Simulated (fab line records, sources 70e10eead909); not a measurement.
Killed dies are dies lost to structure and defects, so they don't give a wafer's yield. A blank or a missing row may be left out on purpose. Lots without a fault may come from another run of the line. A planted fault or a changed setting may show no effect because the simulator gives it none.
A struck lot beside a sound one | flow nand_harc | 15 steps out of a route of 1159
Sound: wafers L283.4, L283.5, L283.6. Struck: wafers L288.4, L288.5, L288.6. The cause comes at the end.
At each step with rows: each side's tool, then ch and its chambers, then its first start. Under that, the readings that differ: sound wafers | struck wafers | difference of the means | sigmas: that difference in standard deviations of wafers without a fault.
alike: readings whose means differ by less than 2 such deviations, and words and numbers that are the same on both sides. not compared: withheld readings, readings that some wafer has no value for, bounds like >300 that may hide the same value, and numbers for which the record gives no deviation and whose values overlap.
The two part at a step that has a row with sigmas, a row that says differs or no value, or rows on one side only. Numbers that don't overlap but have no deviation are shown without sigmas and don't part them. A reading that every wafer of one side lacks parts them only if that side has two wafers or more.

NHARC_THIN_TSV_ETCH_44: etches the open film in CF4/O2, target depth 1594.2 nm, time 797.1 s.
  sound on rie_diel-11 ch 1,2, day 19 05:04; struck on rie_diel-11 ch 1,2,3, day 20 23:29
  alike: cf4_flow_sccm, drypump_motor_current_A, oes_product_au, rf_vpp_V, showerhead_plenum_p_Torr, throttle_valve_pct
  not compared: rf_hours_counter_h
then, 1 step without rows for these wafers: NHARC_THIN_TSV_ETCH_15 (target depth 3000 nm, bosch target overetch cycles 2, bosch etch step 2.8 s).
NHARC_THIN_TSV_CD_MEAS_16:
  sound on cd_sem-03, day 19 05:43; struck on cd_sem-01, day 21 00:07
  alike: cd_nm
then, 2 steps without rows for these wafers: NHARC_THIN_TSV_STRIP_45 (strips in O2); NHARC_THIN_TSV_STRIP_46 (strips in post etch residue remover, time 1200 s).
NHARC_THIN_TSV_DEP_47: deposits SiO2, target thk 200 nm.
  sound on pecvd-02 ch 0,1,2, day 19 07:05; struck on pecvd-02 ch 0,1,2, day 21 01:07
  alike: flow_sccm, throttle_valve_pct
then, 3 steps without rows for these wafers: NHARC_THIN_TSV_ETCHBACK_48 (etches the open film in C4F8/Ar, target depth 1028.5 nm, time 405.17 s); NHARC_THIN_TSV_STRIP_62 (strips in N2/H2, time 20 s); NHARC_THIN_TSV_DEGAS_49 (time 120 s).
NHARC_THIN_TSV_PRE_CLEAN_50: time 30 s.
  sound on pvd_sputter-01; struck on pvd_sputter-01
  alike: heater_power_w, susceptor_temp_C
NHARC_THIN_TSV_PVD_19: deposits TaN, target thk 20 nm.
  sound on pvd_sputter-01; struck on pvd_sputter-01
  alike: throttle_valve_pct
NHARC_THIN_TSV_PVD_51: deposits Cu, target thk 100 nm.
  sound on pvd_sputter-01; struck on pvd_sputter-01
  alike: throttle_valve_pct
NHARC_THIN_TSV_ECD_20: material Cu, target thk 2000 nm.
  sound on ecd_cu-02 ch 0,1, day 19 08:32; struck on ecd_cu-01 ch 0,1, day 21 03:29
then, 1 step without rows for these wafers: NHARC_THIN_TSV_ANNEAL_52 (time 90 s).
NHARC_END_SORT_01:
  sound on prober-02 ch 0, day 20 06:15; struck on prober-02 ch 0, day 21 16:24
  reading                  | sound          | struck         | difference | sigmas
  defect_limited_yield (%) | 98.8 97.6 97.9 | 95.7 94.7 95.3 | -2.9       | -2
  killed_dies              | 8 16 14        | 29 36 32       | +20        | +2
  sort_bin_4_pct (%)       | 0.4 1.6 1.0    | 3.0 3.2 3.4    | +2.2       | +2
  sort_n_pass              | 669 661 663    | 648 641 645    | -20        | -2
  sort_yield_pct (%)       | 98.8 97.6 97.9 | 95.7 94.7 95.3 | -2.9       | -2
  alike: killed_at_array, killed_at_other, killed_at_periphery, killed_open, killed_short, sort_bin_2_pct, sort_bin_3_pct, sort_rim_yield_pct

WHERE THEY PART
Only at NHARC_END_SORT_01, within this record.

WHY: what the simulator had put in
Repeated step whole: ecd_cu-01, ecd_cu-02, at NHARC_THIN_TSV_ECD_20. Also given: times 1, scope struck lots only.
